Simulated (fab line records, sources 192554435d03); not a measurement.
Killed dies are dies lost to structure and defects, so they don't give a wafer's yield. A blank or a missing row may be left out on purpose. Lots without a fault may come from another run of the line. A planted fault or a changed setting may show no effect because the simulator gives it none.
fab line records | flow n5_finfet
record lots=7 wafers=21
route steps=1938 shown BEOL_M11@1562 BEOL_M12@1608 BEOL_M13@1681 BEOL_M14@1723 BEOL_M15@1808
start_h: hours from the record's first day to the start of the lot's first wafer shown | wait_h: hours since the lot's step before | " the same as in the row above | L1.1+2: a row that stands for several wafers | - no value, or no start given | * or withheld: withheld | < > ~ a bound
route shown NAME@n: a module of which the file shows steps, and the number in the route of the first | usual: mean/standard deviation of fault-free wafers | same: alike in all rows | chamber/n: place in a boat | sites: the reading at each site | _std_site: their standard deviation | _edge_site: outer sites' mean less inner sites' | radius_mm: how far each site lies from the wafer's centre | mask NAME#n: copy n | behind: the tool/chamber that last shaped the wafer | hold: why the lot was held/for how many hours/how that ended | device: the transistor (n, p or np) that didn't switch | end of line: the same wafers' tests at the end of the route | a step without rows: its recipe alone | killed: dies lost to structure and defects at the first sort, not the wafer's yield | map: a wafer's dies, x killed, . not, _ none there
set.NAME: the setting as run; set.NAME@STEP: as run at that earlier step | model.NAME: the simulator's own value behind a step, which no gauge read
lots whose settings were changed on purpose; a table a step, a row a wafer
## steps
# step N5_BEOL_M11_COAT_22
# recipe resist=CAR-ArF spin_rpm=1500 resist_thk_nm=90
# columns lot.wafer tool chamber start_h wait_h set.spin_rpm model.CAR-ArF_of_BEOL_M11_COAT_22.thk_nm
L075.2 litho_track-02 0 - - 1500 90
L075.3 " 0 " " 1639 86.4
L075.5 " 0 " " 1500 90.4
L077.1+2+3 litho_track-01 0 - - 1500 89.8
L081.3+6 litho_track-01 0 - - 1500 89.8
L081.5 " 0 " " 1399 92.8
L085.1+3 litho_track-02 0 - - 1377 93.8
L085.4 " 0 " " 1500 90
L090.2+6 litho_track-02 0 - - 1500 89.6
L090.4 " 0 " " 1500 89.4
L092.1+4 litho_track-02 0 - - 1500 90
L092.6 " 0 " " 1385 93.4
L097.1+2+3 litho_track-05 0 - - 1500 90.4
# step N5_BEOL_M11_EBR_24
# recipe solvent=PGMEA ebr_width_mm=1.5
# step N5_BEOL_M11_SOFTBAKE_23
# recipe temp_c=110 time_s=60 resist=CAR-ArF
# step N5_BEOL_M11_DESCUM_33
# recipe chemistry=O2 time_s=7.9 source_power_w=50 bias_power_w=20 pressure_mtorr=20 rf_frequency_hz=2.712e+07 temp_c=40 resist=CAR-ArF o2_flow_sccm=225
# columns lot.wafer tool chamber start_h wait_h set.spin_rpm@BEOL_M11_COAT_22 model.CAR-ArF_of_BEOL_M11_COAT_22.thk_nm
L075.2 rie_diel-01 1 241.64 0.0 1500 83.4
L075.3 " 2 " " 1639 79.8
L075.5 " 0 " " 1500 83.8
L077.1+2+3 rie_diel-03 1,3,2 244.27 0.0 1500 83.2
L081.3 rie_diel-01 0 276.58 0.0 1500 83.2
L081.5 " 0 " " 1399 86.2
L081.6 " 3 " " 1500 83.4
L085.1+3 rie_diel-02 0,3 294.52 0.0 1377 87.2
L085.4 " 1 " " 1500 83.6
L090.2+4+6 rie_diel-02 2,1,1 329.65 0.0 1500 83
L092.1+4 rie_diel-02 2,1 346.23 0.0 1500 83.4
L092.6 " 0 " " 1385 86.8
L097.1+2 rie_diel-01 0,1 371.42 0.3 1500 84
L097.3 " 2 " " 1500 83.8
# step N5_BEOL_M12_EXPOSE_07
# recipe mask_id=V11 na=0.93 source_shape=conventional sigma_outer=0.6 polarization=unpolarized attpsm_phase_deg=180 dose_mj=32.5
# columns lot.wafer tool chamber start_h wait_h mask set.dose_mj
L075.2+3+5 krf_scanner-02 0 245.88 - V11#0 31.25
L077.1+2+3 krf_scanner-01 0 247.73 - V11#0 32.5
L081.3+6 krf_scanner-01 0 281.08 - V11#0 30.76
L081.5 " 0 " " V11#0 32.5
L085.1 krf_scanner-01 0 298.15 - V11#0 31.76
L085.3+4 " 0 " " V11#0 32.5
L090.2+4+6 krf_scanner-02 0 333.79 - V11#0 32.5
L092.1+4+6 krf_scanner-02 0 350.12 - V11#0 32.5
L097.1+2 krf_scanner-01 0 375.86 - V11#0 30.34
L097.3 " 0 " " V11#0 32.5
# step N5_BEOL_M12_PEB_08
# recipe peb_temp_c=130 peb_time_s=90
# step N5_BEOL_M12_DEVELOP_09
# recipe develop_time_s=45 rinse_liquid=diw dry=air_spin dev_temp_c=21
# step N5_BEOL_M12_HARDBAKE_14
# recipe temp_c=130 time_s=120
# step N5_BEOL_M12_CD_MEAS_10
# recipe target_cd_nm=140 landing_energy_ev=500 detector=se_inlens polarity=opening
# usual cd_nm=140.3/1.5
# columns lot.wafer tool chamber start_h wait_h set.dose_mj@BEOL_M12_EXPOSE_07 cd_nm
L075.2 cd_sem-03 0 246.05 - 31.25 135.3
L075.3 " 0 " " 31.25 135.3
L075.5 " 0 " " 31.25 133.4
L077.1 cd_sem-01 0 247.90 - 32.5 140.7
L077.2 " 0 " " 32.5 141.1
L077.3 " 0 " " 32.5 141.8
L081.3 cd_sem-02 0 281.25 - 30.76 135.2
L081.5 " 0 " " 32.5 142.4
L081.6 " 0 " " 30.76 134.4
L085.1 cd_sem-03 0 298.33 - 31.76 136.3
L085.3 " 0 " " 32.5 137.8
L085.4 " 0 " " 32.5 137.0
L090.2 cd_sem-02 0 333.96 - 32.5 139.3
L090.4 " 0 " " 32.5 139.5
L090.6 " 0 " " 32.5 140.1
L092.1 cd_sem-03 0 350.29 - 32.5 140.9
L092.4 " 0 " " 32.5 137.8
L092.6 " 0 " " 32.5 141.6
L097.1 cd_sem-01 0 376.04 - 30.34 136.1
L097.2 " 0 " " 30.34 137.1
L097.3 " 0 " " 32.5 143.3
# step N5_BEOL_M13_COAT_66
# recipe resist=SiARC temp_c=220 time_s=60 spin_rpm=1500 resist_thk_nm=110
# columns lot.wafer tool chamber start_h wait_h set.spin_rpm model.SiARC_of_BEOL_M13_COAT_66.thk_nm
L075.2 litho_track-02 0 - - 1500 109.8
L075.3 " 0 " " 1356 115.2
L075.5 " 0 " " 1356 115.4
L077.1 litho_track-03 0 - - 1617 106.4
L077.2 " 0 " " 1500 110.2
L077.3 " 0 " " 1617 106.2
L081.3+5+6 litho_track-03 0 - - 1500 110
L085.1 litho_track-02 0 - - 1558 108
L085.3 " 0 " " 1500 110.4
L085.4 " 0 " " 1500 110.2
L090.2 litho_track-03 0 - - 1500 110.6
L090.4+6 " 0 " " 1500 110.4
L092.1 litho_track-02 0 - - 1567 107.8
L092.4 " 0 " " 1500 110
L092.6 " 0 " " 1500 110.2
L097.1 litho_track-03 0 - - 1500 110.4
L097.2 " 0 " " 1500 109.8
L097.3 " 0 " " 1570 107.8
# step N5_BEOL_M13_PEB_26
# recipe peb_temp_c=130 peb_time_s=90
# columns lot.wafer tool chamber start_h wait_h set.peb_time_s
L075.2+3 litho_track-03 0 251.52 0.0 90
L075.5 " 0 " " 71.07
L077.1+2 litho_track-05 0 253.77 0.1 90
L077.3 " 0 " " 100.1
L081.3+5+6 litho_track-05 0 286.54 0.0 90
L085.1+3 litho_track-02 0 304.56 0.1 90
L085.4 " 0 " " 80
L090.2+4+6 litho_track-03 0 340.31 0.0 90
L092.1+4 litho_track-05 0 356.13 0.1 72.37
L092.6 " 0 " " 90
L097.1 litho_track-03 0 383.08 0.1 103.8
L097.2+3 " 0 " " 90
# step N5_BEOL_M13_DEVELOP_27
# recipe develop_time_s=45 rinse_liquid=diw dry=air_spin dev_temp_c=21
# step N5_BEOL_M13_HARDBAKE_32
# recipe temp_c=130 time_s=120
# step N5_BEOL_M13_CD_MEAS_28
# recipe target_cd_nm=209.5 landing_energy_ev=500 detector=se_inlens
# usual cd_nm=209.8/0.89
# columns lot.wafer tool chamber start_h wait_h set.peb_time_s@BEOL_M13_PEB_26 cd_nm
L075.2 cd_sem-01 0 251.63 - 90 210.2
L075.3 " 0 " " 90 210.6
L075.5 " 0 " " 71.07 204.1
L077.1 cd_sem-01 0 253.89 - 90 209.8
L077.2 " 0 " " 90 211.2
L077.3 " 0 " " 100.1 212.3
L081.3 cd_sem-02 0 286.66 - 90 210.5
L081.5 " 0 " " 90 209.9
L081.6 " 0 " " 90 210.8
L085.1 cd_sem-02 0 304.68 - 90 209.2
L085.3 " 0 " " 90 210.0
L085.4 " 0 " " 80 206.6
L090.2 cd_sem-03 0 340.42 - 90 208.8
L090.4 " 0 " " 90 208.8
L090.6 " 0 " " 90 208.9
L092.1 cd_sem-01 0 356.25 - 72.37 204.8
L092.4 " 0 " " 72.37 203.6
L092.6 " 0 " " 90 210.4
L097.1 cd_sem-03 0 383.19 - 103.8 214.0
L097.2 " 0 " " 90 210.6
L097.3 " 0 " " 90 210.6
# step N5_BEOL_M13_DESCUM_33
# recipe chemistry=O2 time_s=7.9 source_power_w=50 bias_power_w=20 pressure_mtorr=20 rf_frequency_hz=2.712e+07 temp_c=40 o2_flow_sccm=225
# columns lot.wafer tool chamber start_h wait_h set.peb_time_s@BEOL_M13_PEB_26 model.BEOL_M13.cd_nm
L075.2 rie_diel-01 0 251.73 0.0 90 209.8
L075.3 " 1 " " 90 210.6
L075.5 " 3 " " 71.07 204
L077.1 rie_diel-02 1 253.97 0.0 90 209.8
L077.2 " 3 " " 90 210.8
L077.3 " 0 " " 100.1 212.2
L081.3 rie_diel-03 1 286.84 0.1 90 210.6
L081.5 " 2 " " 90 209.8
L081.6 " 1 " " 90 211
L085.1 rie_diel-01 1 304.77 0.0 90 209.4
L085.3 " 3 " " 90 210
L085.4 " 1 " " 80 206.8
L090.2 rie_diel-03 2 341.19 0.7 90 208.8
L090.4 " 2 " " 90 209
L090.6 " 0 " " 90 209.4
L092.1 rie_diel-01 0 356.34 0.0 72.37 204.8
L092.4 " 3 " " 72.37 203.2
L092.6 " 3 " " 90 210.4
L097.1 rie_diel-02 1 383.33 0.1 103.8 214.2
L097.2 " 3 " " 90 210.6
L097.3 " 2 " " 90 210.4
# step N5_BEOL_M13_ETCH_67
# recipe chemistry=CF4 target=SiARC target_depth_a=1430 time_s=238.3 ion_energy_ev=80 pressure_mtorr=40 source_w=545 bias_w=36 Ar_flow_sccm=100 cf4_flow_sccm=100 ends=cleared
# usual etch_rf_on_time_s=237/3.7
# columns lot.wafer tool chamber start_h wait_h set.spin_rpm@BEOL_M13_COAT_66 set.peb_time_s@BEOL_M13_PEB_26 etch_rf_on_time_s model.BEOL_M13.cd_nm model.etch.depth_nm model.coat_of_BEOL_M13_COAT_22.thk_nm
L075.2 rie_diel-01 0 251.77 0.0 1500 90 236 210 109.8 211.2
L075.3 " 1 " " 1356 90 248 211.6 115.2 208
L075.5 " 3 " " 1356 71.07 251 204.4 115.4 207.6
L077.1 rie_diel-02 1 254.01 0.0 1617 90 229 210 106.4 214.2
L077.2 " 3 " " 1500 90 239 211 110.2 211.8
L077.3 " 0 " " 1617 100.1 228 213 106.3 214.6
L081.3 rie_diel-03 1 286.88 0.0 1500 90 241 210.6 110 211.6
L081.5 " 2 " " 1500 90 237 210.4 110 212
L081.6 " 1 " " 1500 90 241 210.8 110 211.8
L085.1 rie_diel-01 1 304.82 0.0 1558 90 232 209.8 108 211.8
L085.3 " 3 " " 1500 90 240 211 110.4 209.8
L085.4 " 1 " " 1500 80 235 207.6 110.2 210.4
L090.2 rie_diel-03 2 341.22 0.0 1500 90 236 210.2 110.6 211.2
L090.4 " 2 " " 1500 90 233 210.2 110.4 211.4
L090.6 " 0 " " 1500 90 242 209.6 110.5 211.4
L092.1 rie_diel-01 0 356.37 0.0 1567 72.37 230 204.6 107.7 214.8
L092.4 " 3 " " 1500 72.37 239 203.2 110 213.2
L092.6 " 3 " " 1500 90 240 210.8 110.2 212.8
L097.1 rie_diel-02 1 383.36 0.0 1500 103.8 238 214.6 110.4 211.6
L097.2 " 3 " " 1500 90 238 211 109.9 211.2
L097.3 " 2 " " 1570 90 232 210.4 107.7 212.6
# step N5_BEOL_M13_ETCH_68
# recipe chemistry=N2/H2 target=SOC mask_material=SiARC source_w=3000 bias_w=350 temp_c=40 time_s=355 ion_energy_ev=200 pressure_mtorr=30 n2_flow_sccm=200 h2_flow_sccm=200
# columns lot.wafer tool chamber start_h wait_h set.spin_rpm@BEOL_M13_COAT_66 set.peb_time_s@BEOL_M13_PEB_26 model.BEOL_M13.cd_nm model.SiARC_of_BEOL_M13_COAT_66.thk_nm
L075.2 rie_diel-01 0 251.91 0.1 1500 90 210.8 76.6
L075.3 " 1 " " 1356 90 212.4 82
L075.5 " 3 " " 1356 71.07 205.6 82
L077.1 rie_diel-02 1 254.16 0.1 1617 90 209.4 73
L077.2 " 3 " " 1500 90 210 77.6
L077.3 " 0 " " 1617 100.1 212.4 73.6
L081.3 rie_diel-03 1 287.02 0.1 1500 90 209.2 77.4
L081.5 " 2 " " 1500 90 210.2 76.6
L081.6 " 1 " " 1500 90 210.2 77.6
L085.1 rie_diel-01 1 305.04 0.1 1558 90 209.8 75.2
L085.3 " 3 " " 1500 90 210.6 77.2
L085.4 " 1 " " 1500 80 206.6 77
L090.2 rie_diel-03 2 341.37 0.1 1500 90 210.6 78
L090.4 " 2 " " 1500 90 210.4 77.4
L090.6 " 0 " " 1500 90 208 78.2
L092.1 rie_diel-01 0 356.52 0.1 1567 72.37 205.8 75
L092.4 " 3 " " 1500 72.37 203.6 77
L092.6 " 3 " " 1500 90 212 77.2
L097.1 rie_diel-02 1 383.51 0.1 1500 103.8 215.2 77
L097.2 " 3 " " 1500 90 211.8 76.6
L097.3 " 2 " " 1570 90 210.4 74.8
# step N5_BEOL_M14_PEB_08
# recipe peb_temp_c=130 peb_time_s=90
# columns lot.wafer tool chamber start_h wait_h set.peb_time_s
L075.2+3 litho_track-04 0 259.18 0.0 90
L075.5 " 0 " " 103.3
L077.1 litho_track-01 0 259.33 0.1 90
L077.2+3 " 0 " " 82.39
L081.3+6 litho_track-02 0 290.40 0.0 72.02
L081.5 " 0 " " 90
L085.1+3+4 litho_track-04 0 309.38 0.1 90
L090.2+4+6 litho_track-02 0 346.04 0.0 90
L092.1+6 litho_track-04 0 359.78 0.1 108.2
L092.4 " 0 " " 90
L097.1+3 litho_track-01 0 388.53 0.1 77.58
L097.2 " 0 " " 90
# step N5_BEOL_M14_DEVELOP_09
# recipe develop_time_s=45 rinse_liquid=diw dry=air_spin dev_temp_c=21
# step N5_BEOL_M14_HARDBAKE_14
# recipe temp_c=130 time_s=120
# step N5_BEOL_M14_CD_MEAS_10
# recipe target_cd_nm=250 landing_energy_ev=500 detector=se_inlens polarity=opening
# usual cd_nm=250.0/1.2
# columns lot.wafer tool chamber start_h wait_h set.peb_time_s@BEOL_M14_PEB_08 cd_nm
L075.2 cd_sem-03 0 259.30 - 90 250.2
L075.3 " 0 " " 90 250.6
L075.5 " 0 " " 103.3 256.5
L077.1 cd_sem-01 0 259.44 - 90 250.1
L077.2 " 0 " " 82.39 246.6
L077.3 " 0 " " 82.39 245.0
L081.3 cd_sem-02 0 290.52 - 72.02 240.2
L081.5 " 0 " " 90 249.6
L081.6 " 0 " " 72.02 236.5
L085.1 cd_sem-01 0 309.50 - 90 251.6
L085.3 " 0 " " 90 251.3
L085.4 " 0 " " 90 251.5
L090.2 cd_sem-01 0 346.15 - 90 250.5
L090.4 " 0 " " 90 247.9
L090.6 " 0 " " 90 251.1
L092.1 cd_sem-01 0 359.90 - 108.2 258.2
L092.4 " 0 " " 90 249.1
L092.6 " 0 " " 108.2 258.4
L097.1 cd_sem-02 0 388.65 - 77.58 242.8
L097.2 " 0 " " 90 249.5
L097.3 " 0 " " 77.58 243.5
# step N5_BEOL_M14_ETCH_59
# recipe chemistry=N2/H2 target=BARC target_depth_a=890 overetch_a=267 time_s=67.9 ion_energy_ev=200 pressure_mtorr=30 source_w=840 bias_w=150 n2_flow_sccm=200 h2_flow_sccm=200
# columns lot.wafer tool chamber start_h wait_h set.time_s model.coat_of_BEOL_M14_COAT_04.thk_nm
L075.2 rie_diel-06 3 259.42 0.0 67.9 715.6
L075.3 " 2 " " 58.02 728.2
L075.5 " 0 " " 67.9 717
L077.1 rie_diel-04 3 259.73 0.0 73.16 712.2
L077.2 " 2 " " 67.9 717.2
L077.3 " 1 " " 67.9 719.2
L081.3 rie_diel-06 1 290.64 0.0 67.9 722.4
L081.5 " 3 " " 67.9 716.8
L081.6 " 2 " " 67.9 719.4
L085.1 rie_diel-05 2 309.62 0.0 67.9 717
L085.3 " 0 " " 58.82 725
L085.4 " 1 " " 67.9 715.8
L090.2 rie_diel-04 3 346.28 0.0 67.9 715.8
L090.4 " 2 " " 67.9 716.8
L090.6 " 2 " " 67.9 714.4
L092.1 rie_diel-04 1 360.02 0.0 55.78 727
L092.4 " 1 " " 55.78 727.6
L092.6 " 2 " " 67.9 716.4
L097.1 rie_diel-06 3 388.88 0.0 60.04 728
L097.2 " 0 " " 60.04 727.8
L097.3 " 2 " " 67.9 719.8
# step N5_BEOL_M14_VIA_ETCH_16
# recipe chemistry=C4F8/O2/Ar target=SiO2 he_inner_torr=15 he_outer_torr=30 target_depth_a=12313 time_s=withheld ion_energy_ev=800 pressure_mtorr=20 source_w=1905 bias_w=2040 Ar_flow_sccm=400 C4F8_flow_sccm=16 O2_flow_sccm=12 ends=cleared
# columns lot.wafer tool chamber start_h wait_h set.time_s@BEOL_M14_ETCH_59 model.coat_of_BEOL_M14_COAT_04.thk_nm
L075.2 rie_diel-06 3 259.47 0.0 * 455.2
L075.3 " 2 " " * 467.8
L075.5 " 0 " " * 449.6
L077.1 rie_diel-04 3 259.78 0.0 * 453.8
L077.2 " 2 " " * 458.2
L077.3 " 1 " " * 457.4
L081.3 rie_diel-06 1 290.69 0.0 * 456
L081.5 " 3 " " * 454.6
L081.6 " 2 " " * 453.6
L085.1 rie_diel-05 2 309.67 0.0 * 459.6
L085.3 " 0 " " * 468
L085.4 " 1 " " * 454.6
L090.2 rie_diel-04 3 346.33 0.0 * 455.2
L090.4 " 2 " " * 451.6
L090.6 " 2 " " * 450.6
L092.1 rie_diel-04 1 360.07 0.0 * 465.8
L092.4 " 1 " " * 463.2
L092.6 " 2 " " * 452.4
L097.1 rie_diel-06 3 388.93 0.0 * 468.6
L097.2 " 0 " " * 461.8
L097.3 " 2 " " * 456.4
# step N5_BEOL_M14_STRIP_63
# recipe chemistry=O2 power_w=600 temp_c=60 pressure_mtorr=30 rf_frequency_hz=6e+07 bias_power_w=0 overash_fraction=0.3 o2_flow_sccm=225
# step N5_BEOL_M14_STRIP_64
# recipe chemistry=O2 power_w=600 temp_c=60 pressure_mtorr=30 rf_frequency_hz=6e+07 bias_power_w=0 overash_fraction=0.3 o2_flow_sccm=225
# step N5_BEOL_M14_STRIP_71
# recipe chemistry=post_etch_residue_remover time_s=60 temp_c=25 remover_ph=withheld remover_water_wt_pct=withheld remover_fluoride_wt_pct=withheld
# step N5_BEOL_M14_SRD_72
# recipe time_s=30 temp_c=23 rinse_liquid=diw dry=n2_spin spin_rpm=1500 dry_time_s=30
# step N5_BEOL_M14_CD_MEAS_17
# recipe target_cd_nm=250 polarity=opening
# usual cd_nm=251.1/1.7
# columns lot.wafer tool chamber start_h wait_h set.peb_time_s@BEOL_M14_PEB_08 cd_nm
L075.2 cd_sem-02 - 259.82 0.0 90 251.6
L075.3 " - " " 90 251.1
L075.5 " - " " 103.3 258.0
L077.1 cd_sem-02 - 260.13 0.0 90 252.2
L077.2 " - " " 82.39 247.1
L077.3 " - " " 82.39 245.9
L081.3 cd_sem-01 - 291.04 0.0 72.02 241.0
L081.5 " - " " 90 249.6
L081.6 " - " " 72.02 238.0
L085.1 cd_sem-02 - 310.02 0.0 90 251.8
L085.3 " - " " 90 251.0
L085.4 " - " " 90 253.1
L090.2 cd_sem-01 - 346.68 0.0 90 250.6
L090.4 " - " " 90 249.1
L090.6 " - " " 90 251.3
L092.1 cd_sem-02 - 360.42 0.0 108.2 257.1
L092.4 " - " " 90 248.9
L092.6 " - " " 108.2 258.6
L097.1 cd_sem-02 - 389.27 0.0 77.58 242.5
L097.2 " - " " 90 249.3
L097.3 " - " " 77.58 244.8
# step N5_BEOL_M15_ETCH_61
# recipe chemistry=N2/H2 target=BARC target_depth_a=890 overetch_a=267 time_s=67.9 ion_energy_ev=200 pressure_mtorr=30 source_w=840 bias_w=150 n2_flow_sccm=200 h2_flow_sccm=200
# columns lot.wafer tool chamber start_h wait_h set.time_s model.coat_of_BEOL_M15_COAT_22.thk_nm
L075.2 rie_diel-03 2 265.80 0.0 74.07 709
L075.3 " 1 " " 74.07 711.6
L075.5 " 1 " " 67.9 714.8
L077.1 rie_diel-02 2 266.19 0.0 67.9 720
L077.2 " 0 " " 67.9 720.6
L077.3 " 1 " " 60.75 724.8
L081.3 rie_diel-03 2 296.98 0.0 56.85 728.4
L081.5 " 0 " " 56.85 730.6
L081.6 " 1 " " 67.9 718.2
L085.1 rie_diel-01 2 316.40 0.0 61.24 717.6
L085.3 " 1 " " 61.24 721
L085.4 " 2 " " 67.9 712.2
L090.2 rie_diel-02 2 353.86 0.0 67.9 716.8
L090.4 " 1 " " 67.9 719.8
L090.6 " 2 " " 67.9 717.2
L092.1 rie_diel-02 2 367.88 0.0 67.9 717
L092.4 " 0 " " 56.22 731.4
L092.6 " 2 " " 56.22 730
L097.1 rie_diel-01 1 398.11 0.0 67.9 715.8
L097.2 " 3 " " 67.9 719.8
L097.3 " 0 " " 67.9 720
## key
split step=N5_BEOL_M11_COAT_22 setting=spin_rpm stated=1500 by=wafer
response step=N5_BEOL_M11_COAT_22 reading=model.CAR-ArF_of_BEOL_M11_COAT_22.thk_nm change=-0.438 per=1% r=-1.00
response step=N5_BEOL_M11_DESCUM_33 reading=model.CAR-ArF_of_BEOL_M11_COAT_22.thk_nm change=-0.429 per=1% r=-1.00
split step=N5_BEOL_M12_EXPOSE_07 setting=dose_mj stated=32.5 by=wafer
response step=N5_BEOL_M12_CD_MEAS_10 reading=cd_nm change=+1.13 per=1% r=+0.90
split step=N5_BEOL_M13_COAT_66 setting=spin_rpm stated=1500 by=wafer
response step=N5_BEOL_M13_COAT_66 reading=model.SiARC_of_BEOL_M13_COAT_66.thk_nm change=-0.539 per=1% r=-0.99
response step=N5_BEOL_M13_ETCH_67 reading=etch_rf_on_time_s change=* per=1% r=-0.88
response step=N5_BEOL_M13_ETCH_67 reading=model.etch.depth_nm change=-0.538 per=1% r=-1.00
response step=N5_BEOL_M13_ETCH_67 reading=model.coat_of_BEOL_M13_COAT_22.thk_nm change=+0.349 per=1% r=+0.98
response step=N5_BEOL_M13_ETCH_68 reading=model.SiARC_of_BEOL_M13_COAT_66.thk_nm change=-0.531 per=1% r=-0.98
split step=N5_BEOL_M13_PEB_26 setting=peb_time_s stated=90 by=wafer
response step=N5_BEOL_M13_CD_MEAS_28 reading=cd_nm change=+0.274 per=1% r=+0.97
response step=N5_BEOL_M13_DESCUM_33 reading=model.BEOL_M13.cd_nm change=+0.279 per=1% r=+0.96
response step=N5_BEOL_M13_ETCH_67 reading=model.BEOL_M13.cd_nm change=+0.297 per=1% r=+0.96
response step=N5_BEOL_M13_ETCH_68 reading=model.BEOL_M13.cd_nm change=+0.307 per=1% r=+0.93
split step=N5_BEOL_M14_PEB_08 setting=peb_time_s stated=90 by=wafer
response step=N5_BEOL_M14_CD_MEAS_10 reading=cd_nm change=+0.484 per=1% r=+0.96
response step=N5_BEOL_M14_CD_MEAS_17 reading=cd_nm change=+0.471 per=1% r=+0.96
split step=N5_BEOL_M14_ETCH_59 setting=time_s stated=67.9 by=wafer
response step=N5_BEOL_M14_ETCH_59 reading=model.coat_of_BEOL_M14_COAT_04.thk_nm change=-0.69 per=1% r=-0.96
response step=N5_BEOL_M14_VIA_ETCH_16 reading=model.coat_of_BEOL_M14_COAT_04.thk_nm change=-0.796 per=1% r=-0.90
split step=N5_BEOL_M15_ETCH_61 setting=time_s stated=67.9 by=wafer
response step=N5_BEOL_M15_ETCH_61 reading=model.coat_of_BEOL_M15_COAT_22.thk_nm change=-0.679 per=1% r=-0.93
